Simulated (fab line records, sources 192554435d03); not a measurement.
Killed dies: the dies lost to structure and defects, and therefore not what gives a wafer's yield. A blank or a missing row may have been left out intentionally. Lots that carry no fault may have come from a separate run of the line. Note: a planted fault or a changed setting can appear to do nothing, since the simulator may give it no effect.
fab line records    flow n5Finfet
record: lots: 24  wafers: 72  lastDay: 19
route steps=1938 shown BEOL_M9@1435
lots with no fault: from the same line, run without faults
startH: start of the lot's first displayed wafer, in hours after the record's first day    waitH: hours elapsed since this lot's preceding step    " identical to the entry in the row above    L1.1+2: a row that stands for several wafers    - no value present, or no start provided    * or withheld: withheld    < > ~ a bound
route shown NAME@n: NAME is a module with steps in the file, n the number in the route of the first one    usual: mean/standard deviation taken from wafers without a fault    same: alike in all rows    chamber/n: place in a boat    sites: the reading at each site    _std_site: their standard deviation    _edge_site: outer sites' mean less inner sites'    radiusMm: how far each site lies from the wafer's centre    mask NAME#n: copy n    behind: tool/chamber where the wafer was last shaped    hold: the reason the lot was held/the length of the hold in hours/how it ended    device: which transistor (n, p or np) failed to switch    end of line: at the end of the route, the tests of the same wafers    for a step that has no rows: nothing shown but its recipe    killed: dies that structure and defects cost at the first sort, which is not the same as the wafer's yield    map: a wafer's dies, marking killed ones x, the rest . and places with no die _
set.NAME: the setting as run; set.NAME@STEP: as run at that earlier step    model.NAME: the simulator's own value behind a step, which no gauge read
a sample of lots followed through the steps of the route, with each step as a table and each wafer as a row
== steps ==
step: N5_BEOL_M9_OVL_MEAS_29
recipe: pointsPerWafer: 522
usual: V8_OVL: -0.1/0.82
lot.wafer  tool        chamber  startH  waitH  V8_OVL[nm]
L074.1     overlay-01  0        225.62  0.0    0.5
L074.2     "           0        "       "      -0.2
L074.3     "           0        "       "      -0.4
L076.1     overlay-01  0        236.84  0.0    -0.5
L076.5     "           0        "       "      -1.2
L076.6     "           0        "       "      -1.0
L075.1     overlay-01  0        236.88  0.0    -0.5
L075.4     "           0        "       "      0.5
L075.5     "           0        "       "      -0.1
L079.3     overlay-01  0        251.59  0.0    -1.5
L079.4     "           0        "       "      -2.4
L079.6     "           0        "       "      -1.6
L077.2     overlay-02  0        255.84  0.0    0.4
L077.3     "           0        "       "      1.3
L077.6     "           0        "       "      0.4
L078.2     overlay-01  0        265.34  0.0    0.2
L078.5     "           0        "       "      -0.4
L078.6     "           0        "       "      0.1
L080.1     overlay-01  0        273.68  0.0    -1.8
L080.2     "           0        "       "      0.0
L080.6     "           0        "       "      -1.5
L082.1     overlay-02  0        280.15  0.0    0.0
L082.2     "           0        "       "      0.8
L082.6     "           0        "       "      -0.4
L081.1     overlay-02  0        292.38  0.0    1.5
L081.3     "           0        "       "      1.1
L081.6     "           0        "       "      0.8
L084.1     overlay-02  0        295.48  0.0    -0.3
L084.2     "           0        "       "      0.6
L084.5     "           0        "       "      -0.3
L086.1     overlay-02  0        299.45  0.0    -1.0
L086.4     "           0        "       "      -0.8
L086.5     "           0        "       "      -0.8
L085.1     overlay-02  0        317.12  0.0    -0.5
L085.2     "           0        "       "      -0.6
L085.6     "           0        "       "      -1.4
L083.1     overlay-01  0        317.28  0.0    0.2
L083.3     "           0        "       "      1.2
L083.5     "           0        "       "      1.4
L088.1     overlay-02  0        319.53  0.0    -0.6
L088.2     "           0        "       "      -0.5
L088.5     "           0        "       "      0.1
L087.1     overlay-01  0        319.57  0.0    -0.1
L087.5     "           0        "       "      0.2
L087.6     "           0        "       "      0.2
L089.1     overlay-01  0        323.73  0.0    -0.8
L089.2     "           0        "       "      -0.4
L089.5     "           0        "       "      1.1
L090.1     overlay-01  0        328.29  0.1    0.9
L090.4     "           0        "       "      -0.1
L090.5     "           0        "       "      0.0
L091.3     overlay-02  0        349.85  0.0    -0.7
L091.4     "           0        "       "      -0.4
L091.5     "           0        "       "      -1.1
L092.1     overlay-02  0        349.88  0.0    -0.1
L092.3     "           0        "       "      -0.6
L092.5     "           0        "       "      -0.9
L093.3     overlay-01  0        349.93  0.0    -0.7
L093.5     "           0        "       "      -0.4
L093.6     "           0        "       "      0.6
L094.1     overlay-02  0        353.34  0.0    -0.2
L094.2     "           0        "       "      0.0
L094.4     "           0        "       "      0.1
L095.2     overlay-02  0        361.71  0.0    1.2
L095.5     "           0        "       "      0.7
L095.6     "           0        "       "      1.2
L096.1     overlay-02  0        382.47  0.0    -0.7
L096.2     "           0        "       "      0.6
L096.3     "           0        "       "      -0.1
L097.2     overlay-02  0        385.91  0.0    0.1
L097.4     "           0        "       "      0.3
L097.6     "           0        "       "      0.0
step: N5_BEOL_M9_INSPECT_30
recipe: mode: adi  inspectInstrument: brightfield
usual: rawDefectCount: 438/110
lot.wafer  tool              chamber  startH  waitH  rawDefectCount
L074.1     defectInspect-02  -        225.68  0.1    346
L074.2     "                 -        "       "      426
L074.3     "                 -        "       "      442
L076.1     defectInspect-01  -        236.90  0.1    446
L076.5     "                 -        "       "      571
L076.6     "                 -        "       "      552
L075.1     defectInspect-02  -        236.94  0.1    506
L075.4     "                 -        "       "      609
L075.5     "                 -        "       "      446
L079.3     defectInspect-01  -        251.63  0.0    342
L079.4     "                 -        "       "      348
L079.6     "                 -        "       "      440
L077.2     defectInspect-01  -        255.89  0.0    454
L077.3     "                 -        "       "      282
L077.6     "                 -        "       "      272
L078.2     defectInspect-01  -        265.39  0.0    366
L078.5     "                 -        "       "      262
L078.6     "                 -        "       "      325
L080.1     defectInspect-01  -        273.74  0.1    866
L080.2     "                 -        "       "      596
L080.6     "                 -        "       "      450
L082.1     defectInspect-01  -        280.20  0.1    417
L082.2     "                 -        "       "      289
L082.6     "                 -        "       "      453
L081.1     defectInspect-01  -        292.44  0.1    437
L081.3     "                 -        "       "      463
L081.6     "                 -        "       "      613
L084.1     defectInspect-02  -        295.54  0.1    465
L084.2     "                 -        "       "      360
L084.5     "                 -        "       "      411
L086.1     defectInspect-01  -        299.50  0.1    306
L086.4     "                 -        "       "      245
L086.5     "                 -        "       "      394
L085.1     defectInspect-02  -        317.18  0.1    451
L085.2     "                 -        "       "      635
L085.6     "                 -        "       "      614
L083.1     defectInspect-01  -        317.34  0.1    368
L083.3     "                 -        "       "      322
L083.5     "                 -        "       "      317
L088.1     defectInspect-02  -        319.59  0.1    430
L088.2     "                 -        "       "      425
L088.5     "                 -        "       "      332
L087.1     defectInspect-01  -        319.63  0.1    439
L087.5     "                 -        "       "      510
L087.6     "                 -        "       "      535
L089.1     defectInspect-02  -        323.79  0.1    677
L089.2     "                 -        "       "      705
L089.5     "                 -        "       "      420
L090.1     defectInspect-01  -        328.35  0.1    504
L090.4     "                 -        "       "      357
L090.5     "                 -        "       "      412
L091.3     defectInspect-02  -        349.89  0.0    385
L091.4     "                 -        "       "      439
L091.5     "                 -        "       "      631
L092.1     defectInspect-02  -        349.94  0.1    446
L092.3     "                 -        "       "      426
L092.5     "                 -        "       "      469
L093.3     defectInspect-01  -        349.98  0.1    398
L093.5     "                 -        "       "      383
L093.6     "                 -        "       "      352
L094.1     defectInspect-01  -        353.40  0.1    453
L094.2     "                 -        "       "      395
L094.4     "                 -        "       "      361
L095.2     defectInspect-01  -        361.76  0.0    273
L095.5     "                 -        "       "      286
L095.6     "                 -        "       "      293
L096.1     defectInspect-02  -        382.53  0.1    385
L096.2     "                 -        "       "      444
L096.3     "                 -        "       "      559
L097.2     defectInspect-01  -        385.96  0.0    422
L097.4     "                 -        "       "      356
L097.6     "                 -        "       "      369
step: N5_BEOL_M9_OCD_MEAS_38
usual: trenchDepthNm: 151.2/2.3
lot.wafer  tool    chamber  startH  waitH  trenchDepthNm
L074.1     ocd-01  -        226.17  -      153.4
L074.2     "       -        "       "      154.1
L074.3     "       -        "       "      152.3
L076.1     ocd-02  -        237.50  -      153.3
L076.5     "       -        "       "      150.1
L076.6     "       -        "       "      154.3
L075.1     ocd-01  -        237.56  -      152.6
L075.4     "       -        "       "      150.6
L075.5     "       -        "       "      152.6
L079.3     ocd-02  -        252.21  -      152.8
L079.4     "       -        "       "      151.7
L079.6     "       -        "       "      152.4
L077.2     ocd-01  -        256.89  -      148.1
L077.3     "       -        "       "      147.9
L077.6     "       -        "       "      147.5
L078.2     ocd-02  -        265.88  -      150.9
L078.5     "       -        "       "      155.6
L078.6     "       -        "       "      153.7
L080.1     ocd-02  -        274.24  -      147.4
L080.2     "       -        "       "      148.6
L080.6     "       -        "       "      151.3
L082.1     ocd-01  -        280.69  -      150.4
L082.2     "       -        "       "      150.1
L082.6     "       -        "       "      148.9
L081.1     ocd-02  -        293.34  -      152.3
L081.3     "       -        "       "      155.2
L081.6     "       -        "       "      151.1
L084.1     ocd-01  -        296.03  -      147.1
L084.2     "       -        "       "      152.1
L084.5     "       -        "       "      148.0
L086.1     ocd-02  -        299.99  -      151.7
L086.4     "       -        "       "      148.8
L086.5     "       -        "       "      151.8
L085.1     ocd-01  -        317.68  -      153.9
L085.2     "       -        "       "      148.4
L085.6     "       -        "       "      148.7
L083.1     ocd-01  -        318.24  -      154.4
L083.3     "       -        "       "      154.6
L083.5     "       -        "       "      154.2
L088.1     ocd-02  -        320.08  -      148.6
L088.2     "       -        "       "      152.5
L088.5     "       -        "       "      152.5
L087.1     ocd-01  -        320.12  -      150.7
L087.5     "       -        "       "      148.5
L087.6     "       -        "       "      150.6
L089.1     ocd-02  -        324.28  -      146.0
L089.2     "       -        "       "      152.2
L089.5     "       -        "       "      147.8
L090.1     ocd-02  -        328.84  -      153.6
L090.4     "       -        "       "      156.0
L090.5     "       -        "       "      149.2
L091.3     ocd-01  -        350.38  -      151.0
L091.4     "       -        "       "      154.1
L091.5     "       -        "       "      150.9
L092.1     ocd-02  -        350.43  -      151.8
L092.3     "       -        "       "      152.2
L092.5     "       -        "       "      153.4
L093.3     ocd-01  -        350.47  -      150.9
L093.5     "       -        "       "      152.4
L093.6     "       -        "       "      147.8
L094.1     ocd-01  -        353.89  -      148.7
L094.2     "       -        "       "      152.3
L094.4     "       -        "       "      149.4
L095.2     ocd-01  -        362.26  -      147.2
L095.5     "       -        "       "      149.2
L095.6     "       -        "       "      151.0
L096.1     ocd-01  -        383.02  -      151.7
L096.2     "       -        "       "      152.7
L096.3     "       -        "       "      153.6
L097.2     ocd-02  -        386.57  -      154.9
L097.4     "       -        "       "      149.7
L097.6     "       -        "       "      153.4
step: N5_BEOL_M9_CD_MEAS_35
recipe: targetCdNm: 70  targetCdYNm: 40  polarity: opening
usual: cdNm: 70.1/0.51
lot.wafer  tool      chamber  startH  waitH  cdNm
L074.1     cdSem-01  -        226.32  0.0    70.9
L074.2     "         -        "       "      70.5
L074.3     "         -        "       "      70.6
L076.1     cdSem-02  -        237.65  0.0    70.7
L076.5     "         -        "       "      70.0
L076.6     "         -        "       "      70.4
L075.1     cdSem-03  -        237.71  0.0    70.2
L075.4     "         -        "       "      69.6
L075.5     "         -        "       "      69.6
L079.3     cdSem-03  -        252.36  0.0    70.6
L079.4     "         -        "       "      70.7
L079.6     "         -        "       "      70.3
L077.2     cdSem-03  -        257.05  0.0    69.7
L077.3     "         -        "       "      69.8
L077.6     "         -        "       "      69.9
L078.2     cdSem-03  -        266.04  0.0    69.5
L078.5     "         -        "       "      70.2
L078.6     "         -        "       "      69.0
L080.1     cdSem-01  -        274.39  0.0    69.3
L080.2     "         -        "       "      70.0
L080.6     "         -        "       "      69.7
L082.1     cdSem-01  -        280.85  0.0    70.8
L082.2     "         -        "       "      70.9
L082.6     "         -        "       "      71.1
L081.1     cdSem-02  -        293.49  0.0    70.8
L081.3     "         -        "       "      70.6
L081.6     "         -        "       "      70.6
L084.1     cdSem-03  -        296.18  0.0    69.9
L084.2     "         -        "       "      70.4
L084.5     "         -        "       "      70.9
L086.1     cdSem-01  -        300.15  0.0    69.7
L086.4     "         -        "       "      69.7
L086.5     "         -        "       "      69.8
L085.1     cdSem-03  -        317.83  0.0    69.7
L085.2     "         -        "       "      69.7
L085.6     "         -        "       "      69.9
L083.1     cdSem-01  -        318.39  0.0    69.8
L083.3     "         -        "       "      70.3
L083.5     "         -        "       "      70.6
L088.1     cdSem-02  -        320.24  0.0    70.1
L088.2     "         -        "       "      69.7
L088.5     "         -        "       "      70.2
L087.1     cdSem-01  -        320.28  0.0    69.9
L087.5     "         -        "       "      70.0
L087.6     "         -        "       "      69.3
L089.1     cdSem-01  -        324.43  0.0    69.3
L089.2     "         -        "       "      70.1
L089.5     "         -        "       "      69.7
L090.1     cdSem-02  -        328.99  0.0    71.2
L090.4     "         -        "       "      70.2
L090.5     "         -        "       "      70.0
L091.3     cdSem-03  -        350.54  0.0    69.4
L091.4     "         -        "       "      69.7
L091.5     "         -        "       "      69.5
L092.1     cdSem-02  -        350.58  0.0    69.6
L092.3     "         -        "       "      70.2
L092.5     "         -        "       "      69.9
L093.3     cdSem-01  -        350.63  0.0    70.6
L093.5     "         -        "       "      70.3
L093.6     "         -        "       "      70.5
L094.1     cdSem-02  -        354.04  0.0    70.7
L094.2     "         -        "       "      69.9
L094.4     "         -        "       "      70.3
L095.2     cdSem-02  -        362.41  0.0    70.1
L095.5     "         -        "       "      70.5
L095.6     "         -        "       "      70.1
L096.1     cdSem-03  -        383.18  0.0    70.6
L096.2     "         -        "       "      69.8
L096.3     "         -        "       "      70.3
L097.2     cdSem-02  -        386.72  0.0    70.5
L097.4     "         -        "       "      71.3
L097.6     "         -        "       "      70.2
step: N5_BEOL_M9_SURFACE_TREAT_79
recipe: gas: Ar  timeS: *  ionEnergyEv: *  ionCurrentMaCm2: 0.5  pressureMtorr: *  arFlowSccm: 30
usual: pressureMtorr: *  throttleValvePct: *
lot.wafer  tool           chamber  startH  waitH  pressureMtorr  throttleValvePct
L074.1     pvdSputter-03  -        227.24  0.2    *              *
L074.2     "              -        "       "      *              *
L074.3     "              -        "       "      *              *
L076.1     pvdSputter-01  -        238.90  0.2    *              *
L076.5     "              -        "       "      *              *
L076.6     "              -        "       "      *              *
L075.1     pvdSputter-03  -        239.02  0.2    *              *
L075.4     "              -        "       "      *              *
L075.5     "              -        "       "      *              *
L079.3     pvdSputter-02  -        253.49  0.5    *              *
L079.4     "              -        "       "      *              *
L079.6     "              -        "       "      *              *
L077.2     pvdSputter-02  -        258.60  0.2    *              *
L077.3     "              -        "       "      *              *
L077.6     "              -        "       "      *              *
L078.2     pvdSputter-02  -        266.95  0.2    *              *
L078.5     "              -        "       "      *              *
L078.6     "              -        "       "      *              *
L080.1     pvdSputter-01  -        275.62  0.3    *              *
L080.2     "              -        "       "      *              *
L080.6     "              -        "       "      *              *
L082.1     pvdSputter-03  -        281.86  0.2    *              *
L082.2     "              -        "       "      *              *
L082.6     "              -        "       "      *              *
L081.1     pvdSputter-01  -        294.36  0.2    *              *
L081.3     "              -        "       "      *              *
L081.6     "              -        "       "      *              *
L084.1     pvdSputter-02  -        297.00  0.2    *              *
L084.2     "              -        "       "      *              *
L084.5     "              -        "       "      *              *
L086.1     pvdSputter-01  -        301.17  0.2    *              *
L086.4     "              -        "       "      *              *
L086.5     "              -        "       "      *              *
L085.1     pvdSputter-03  -        318.82  0.3    *              *
L085.2     "              -        "       "      *              *
L085.6     "              -        "       "      *              *
L083.1     pvdSputter-02  -        319.48  0.2    *              *
L083.3     "              -        "       "      *              *
L083.5     "              -        "       "      *              *
L088.1     pvdSputter-03  -        321.18  0.2    *              *
L088.2     "              -        "       "      *              *
L088.5     "              -        "       "      *              *
L087.1     pvdSputter-03  -        321.22  0.3    *              *
L087.5     "              -        "       "      *              *
L087.6     "              -        "       "      *              *
L089.1     pvdSputter-02  -        326.08  0.2    *              *
L089.2     "              -        "       "      *              *
L089.5     "              -        "       "      *              *
L090.1     pvdSputter-02  -        329.74  0.2    *              *
L090.4     "              -        "       "      *              *
L090.5     "              -        "       "      *              *
L091.3     pvdSputter-02  -        351.63  0.3    *              *
L091.4     "              -        "       "      *              *
L091.5     "              -        "       "      *              *
L092.1     pvdSputter-02  -        351.67  0.3    *              *
L092.3     "              -        "       "      *              *
L092.5     "              -        "       "      *              *
L093.3     pvdSputter-03  -        351.93  0.4    *              *
L093.5     "              -        "       "      *              *
L093.6     "              -        "       "      *              *
L094.1     pvdSputter-01  -        355.17  0.3    *              *
L094.2     "              -        "       "      *              *
L094.4     "              -        "       "      *              *
L095.2     pvdSputter-03  -        363.37  0.2    *              *
L095.5     "              -        "       "      *              *
L095.6     "              -        "       "      *              *
L096.1     pvdSputter-01  -        383.97  0.2    *              *
L096.2     "              -        "       "      *              *
L096.3     "              -        "       "      *              *
L097.2     pvdSputter-02  -        388.66  1.1    *              *
L097.4     "              -        "       "      *              *
L097.6     "              -        "       "      *              *
step: N5_BEOL_M9_SPUTTER_48
recipe: material: Cu  targetThkA: 120  tempC: -20  biasV: 60  powerW: 26000  chamberPressurePa: 0.13  timeS: 2
usual: throttleValvePct: 29.9/1.3
lot.wafer  tool           chamber  startH  waitH  throttleValvePct
L074.1     pvdSputter-02  -        227.62  0.3    31.5
L074.2     "              -        "       "      31.7
L074.3     "              -        "       "      29.2
L076.1     pvdSputter-01  -        239.08  0.1    30.1
L076.5     "              -        "       "      30.2
L076.6     "              -        "       "      27.8
L075.1     pvdSputter-01  -        239.24  0.1    30.6
L075.4     "              -        "       "      30.2
L075.5     "              -        "       "      28.9
L079.3     pvdSputter-02  -        253.71  0.1    31.5
L079.4     "              -        "       "      29.3
L079.6     "              -        "       "      29.3
L077.2     pvdSputter-02  -        258.83  0.1    28.8
L077.3     "              -        "       "      31.6
L077.6     "              -        "       "      29.2
L078.2     pvdSputter-01  -        267.40  0.2    30.0
L078.5     "              -        "       "      30.9
L078.6     "              -        "       "      29.0
L080.1     pvdSputter-01  -        275.82  0.1    31.0
L080.2     "              -        "       "      29.3
L080.6     "              -        "       "      29.1
L082.1     pvdSputter-02  -        285.66  3.4    29.0
L082.2     "              -        "       "      31.6
L082.6     "              -        "       "      31.5
L081.1     pvdSputter-01  -        294.69  0.2    29.1
L081.3     "              -        "       "      30.2
L081.6     "              -        "       "      30.8
L084.1     pvdSputter-01  -        297.25  0.1    27.7
L084.2     "              -        "       "      30.1
L084.5     "              -        "       "      27.7
L086.1     pvdSputter-02  -        301.36  0.1    28.9
L086.4     "              -        "       "      31.3
L086.5     "              -        "       "      28.8
L085.1     pvdSputter-02  -        319.08  0.1    31.5
L085.2     "              -        "       "      29.3
L085.6     "              -        "       "      29.4
L083.1     pvdSputter-02  -        319.98  0.2    29.1
L083.3     "              -        "       "      29.4
L083.5     "              -        "       "      29.1
L087.1     pvdSputter-01  -        321.48  0.1    30.6
L087.5     "              -        "       "      29.5
L087.6     "              -        "       "      30.7
L088.1     pvdSputter-01  -        321.60  0.1    27.8
L088.2     "              -        "       "      30.5
L088.5     "              -        "       "      29.0
L089.1     pvdSputter-03  -        326.29  0.1    30.9
L089.2     "              -        "       "      30.0
L089.5     "              -        "       "      30.1
L090.1     pvdSputter-02  -        329.91  0.1    29.0
L090.4     "              -        "       "      29.0
L090.5     "              -        "       "      31.6
L091.3     pvdSputter-02  -        352.16  0.2    31.5
L091.4     "              -        "       "      29.1
L091.5     "              -        "       "      29.0
L092.1     pvdSputter-02  -        352.24  0.2    31.3
L092.3     "              -        "       "      31.5
L092.5     "              -        "       "      31.9
L093.3     pvdSputter-02  -        352.40  0.2    31.7
L093.5     "              -        "       "      29.2
L093.6     "              -        "       "      31.6
L094.1     pvdSputter-01  -        355.63  0.2    30.9
L094.2     "              -        "       "      30.1
L094.4     "              -        "       "      29.1
L095.2     pvdSputter-01  -        363.54  0.1    29.2
L095.5     "              -        "       "      29.1
L095.6     "              -        "       "      27.7
L096.1     pvdSputter-02  -        384.20  0.1    29.1
L096.2     "              -        "       "      31.6
L096.3     "              -        "       "      29.0
L097.2     pvdSputter-01  -        388.90  0.1    30.6
L097.4     "              -        "       "      29.4
L097.6     "              -        "       "      27.4
== key ==
fault none
